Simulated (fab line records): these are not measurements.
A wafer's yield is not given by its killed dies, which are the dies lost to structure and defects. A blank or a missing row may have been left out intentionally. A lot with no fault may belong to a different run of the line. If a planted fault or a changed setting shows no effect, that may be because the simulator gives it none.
What tool caused it?    flow n5_finfet    9 lots with 27 wafers sampled at 5 steps, on a route of 1938 steps

WHAT THE GAUGES SHOWED, per wafer
N5_BEOL_M2_INSPECT_13: inspects for defects (brightfield).
lot   measured      on                 raw_defect_count
L965  day 6 20:02   defect_inspect-01  471 332 369
L966  day 6 22:00   defect_inspect-02  529 473 396
L971  day 8 00:34   defect_inspect-02  271 390 436
L973  day 8 19:50   defect_inspect-01  594 344 410
L975  day 9 01:52   defect_inspect-01  315 457 369
L979  day 10 09:24  defect_inspect-01  259 341 211
L986  day 11 19:57  defect_inspect-02  507 634 574
L988  day 12 10:31  defect_inspect-02  487 324 355
L987  day 12 20:05  defect_inspect-01  488 359 647

N5_BEOL_M4_RC_MEAS_101.
lot   measured      on         DIBL_N (mV/V)   DIBL_P (mV/V)   IOFF_N (nA/um)  IOFF_P (nA/um)  ION_N (uA/um)  ION_P (uA/um)  SS_N (mV/dec)   SS_P (mV/dec)   VT_N (mV)    VT_P (mV)
L965  day 8 15:29   prober-01  35.6 39.3 37.9  34.3 38.9 37.1  0.13 0.22 0.19  0.14 0.20 0.18  654 684 686    441 455 455    71.5 73.0 72.5  72.4 73.8 73.3  255 247 249  -257 -256 -254
L966  day 8 15:54   prober-02  34.8 35.0 33.1  32.0 32.7 30.1  0.13 0.14 0.11  0.19 0.20 0.17  679 682 672    472 478 470    70.9 71.0 70.0  72.6 72.5 72.6  250 249 253  -248 -250 -251
L971  day 9 10:58   prober-01  34.8 37.2 34.0  33.8 36.0 32.3  0.13 0.16 0.12  0.16 0.18 0.13  664 678 660    456 457 448    71.1 71.7 70.9  73.1 73.2 71.5  251 248 255  -257 -253 -257
L973  day 10 10:04  prober-01  35.4 33.4 37.0  34.8 32.0 37.2  0.16 0.12 0.20  0.21 0.17 0.26  662 666 682    463 464 465    71.6 71.6 73.0  72.6 72.0 73.6  246 251 245  -248 -251 -245
L975  day 10 15:20  prober-01  36.0 36.2 37.3  34.6 34.6 35.1  0.13 0.15 0.15  0.21 0.20 0.19  649 677 661    450 466 450    71.0 71.3 71.3  73.0 73.2 72.4  250 246 249  -251 -252 -251
L979  day 11 15:32  prober-01  33.4 32.9 36.4  32.6 31.6 34.9  0.11 0.10 0.15  0.17 0.15 0.20  661 643 652    455 453 452    71.3 70.7 72.4  72.1 72.0 72.8  254 260 253  -250 -253 -249
L986  day 13 15:49  prober-01  40.6 38.2 36.6  40.7 37.9 36.7  0.28 0.23 0.18  0.31 0.25 0.22  709 708 702    480 479 478    73.2 72.2 72.0  74.6 73.6 73.9  241 244 246  -246 -245 -247
L988  day 14 14:02  prober-02  38.0 36.1 36.0  40.0 37.1 36.9  0.22 0.18 0.17  0.26 0.23 0.21  710 701 689    477 476 467    72.6 71.7 71.4  73.7 73.3 73.6  242 247 246  -247 -250 -250
L987  day 14 15:19  prober-01  35.5 32.7 35.4  35.0 31.9 36.6  0.15 0.11 0.16  0.23 0.18 0.25  676 672 688    468 472 474    71.7 70.3 71.5  73.1 71.7 72.9  254 254 249  -243 -247 -244

EACH LOT AND THE TOOL THAT RAN IT (in order: tool; ch and the chambers of the sampled wafers; start)
lot   N5_BEOL_M1_ANNEAL_93          N5_BEOL_M1_ANNEAL_95          N5_BEOL_M2_ETCH_74
L965  pvd_sputter-02, day 6 16:29   pvd_sputter-02, day 6 16:42   rie_diel-03 ch 2,3, day 6 20:07
L966  pvd_sputter-03, day 6 19:40   pvd_sputter-03, day 6 19:53   rie_diel-01 ch 0,1,3, day 6 22:17
L971  pvd_sputter-03, day 7 20:25   pvd_sputter-03, day 7 20:38   rie_diel-05 ch 2,3, day 8 00:51
L973  pvd_sputter-02, day 8 17:19   pvd_sputter-02, day 8 17:32   rie_diel-03 ch 0,1, day 8 21:20
L975  pvd_sputter-03, day 8 21:46   pvd_sputter-03, day 8 21:59   rie_diel-01 ch 1,2,3, day 9 02:35
L979  pvd_sputter-03, day 10 06:18  pvd_sputter-03, day 10 06:31  rie_diel-03 ch 0,2,3, day 10 09:28
L986  pvd_sputter-01, day 11 16:46  pvd_sputter-01, day 11 16:59  rie_diel-05 ch 0,3, day 11 20:01
L988  pvd_sputter-02, day 12 07:46  pvd_sputter-02, day 12 07:59  rie_diel-01 ch 0,1,3, day 12 10:36
L987  pvd_sputter-03, day 12 17:23  pvd_sputter-03, day 12 17:37  rie_diel-05 ch 0,2,3, day 12 20:09
- N5_BEOL_M1_ANNEAL_93: time 240 s.
- N5_BEOL_M1_ANNEAL_95: time 240 s.
- N5_BEOL_M2_ETCH_74: etches underlayer in N2/H2, target depth 6.5 nm, time 5.2 s.

WHAT THE TOOLS THEMSELVES READ (means of the sampled wafers that have a number; where no wafer has one, the mark that the record gives instead)
N5_BEOL_M1_ANNEAL_93.
lot   tool            heater_power_w (W)
L965  pvd_sputter-02  792
L966  pvd_sputter-03  870
L971  pvd_sputter-03  812
L973  pvd_sputter-02  825
L975  pvd_sputter-03  872
L979  pvd_sputter-03  838
L986  pvd_sputter-01  808
L988  pvd_sputter-02  872
L987  pvd_sputter-03  838

N5_BEOL_M1_ANNEAL_95.
lot   tool            heater_power_w (W)
L965  pvd_sputter-02  788
L966  pvd_sputter-03  860
L971  pvd_sputter-03  826
L973  pvd_sputter-02  834
L975  pvd_sputter-03  860
L979  pvd_sputter-03  840
L986  pvd_sputter-01  812
L988  pvd_sputter-02  877
L987  pvd_sputter-03  839

N5_BEOL_M2_ETCH_74.
lot   tool         drypump_motor_current_A (A)  etch_rf_on_time_s (s)  oes_product_au (a.u.)  rf_fwd_power_W (W)  rf_vpp_V (V)  showerhead_plenum_p_Torr (Torr)  throttle_valve_pct (%)
L965  rie_diel-03  5.6                          4.93                   0.72                   818.6               523.8         2.53                             17.75
L966  rie_diel-01  5.7                          5.16                   0.66                   818.4               523.5         2.53                             17.82
L971  rie_diel-05  5.7                          4.89                   0.82                   817.3               522.0         2.50                             18.21
L973  rie_diel-03  5.4                          5.03                   0.61                   817.4               522.6         2.46                             18.00
L975  rie_diel-01  5.7                          5.16                   0.76                   819.3               527.6         2.65                             17.63
L979  rie_diel-03  5.6                          5.45                   0.62                   752.5               540.9         2.54                             17.96
L986  rie_diel-05  5.6                          5.08                   0.68                   818.8               522.8         2.50                             17.93
L988  rie_diel-01  5.8                          5.15                   0.69                   818.5               525.8         2.62                             17.74
L987  rie_diel-05  5.7                          4.94                   0.72                   817.1               521.7         2.49                             18.09

THE ANSWER, worked out from the rows above alone
Rule: the usual values come from the lots themselves. Put in order of their means at a reading, lots are off if they are a third of the lots or fewer, leave a main group of 4 or more, and stand apart from it by a gap of 3 or more times the standard deviation of the main group's means; of several such gaps the widest counts. The tables above print the reading to a certain number of digits; a main group whose means all agree to those digits is not used. Also off: a lot with no number at a reading for which 4 or more lots have one. Any other lot the step has rows for is counted as sound. The gauges are gone through in route order, then the tools' own readings, and for those a lot's mean is taken as printed above. At the first step where some lot is off, the reading lying furthest off is the one used; lots without a number count as furthest.
Off, at N5_BEOL_M2_ETCH_74 on rf_fwd_power_W: L979. For the main group the mean is 818.2 W and the standard deviation 0.75.
A tool fits if, at that step or a process step before it, it ran every lot that is off, and no sound lot after the first of them. One fits: rie_diel-03 at N5_BEOL_M2_ETCH_74. Its last sound lot is L973 (day 8 21:20), its first lot that is off L979 (day 10 09:28): a fault that began between those two fits.
The tool's own readings at N5_BEOL_M2_ETCH_74 bear it out: on the lots that are off they differ by more than 5 times the standard deviation of the sound lots' means. rf_fwd_power_W reads 752.5 W there against 818.2 W on the sound lots; rf_vpp_V reads 540.9 V there against 523.7 V on the sound lots.

WHAT WAS PUT IN BY THE SIMULATOR
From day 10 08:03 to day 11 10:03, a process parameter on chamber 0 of rie_diel-03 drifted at N5_BEOL_M2_ETCH_74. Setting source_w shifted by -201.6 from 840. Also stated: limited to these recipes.
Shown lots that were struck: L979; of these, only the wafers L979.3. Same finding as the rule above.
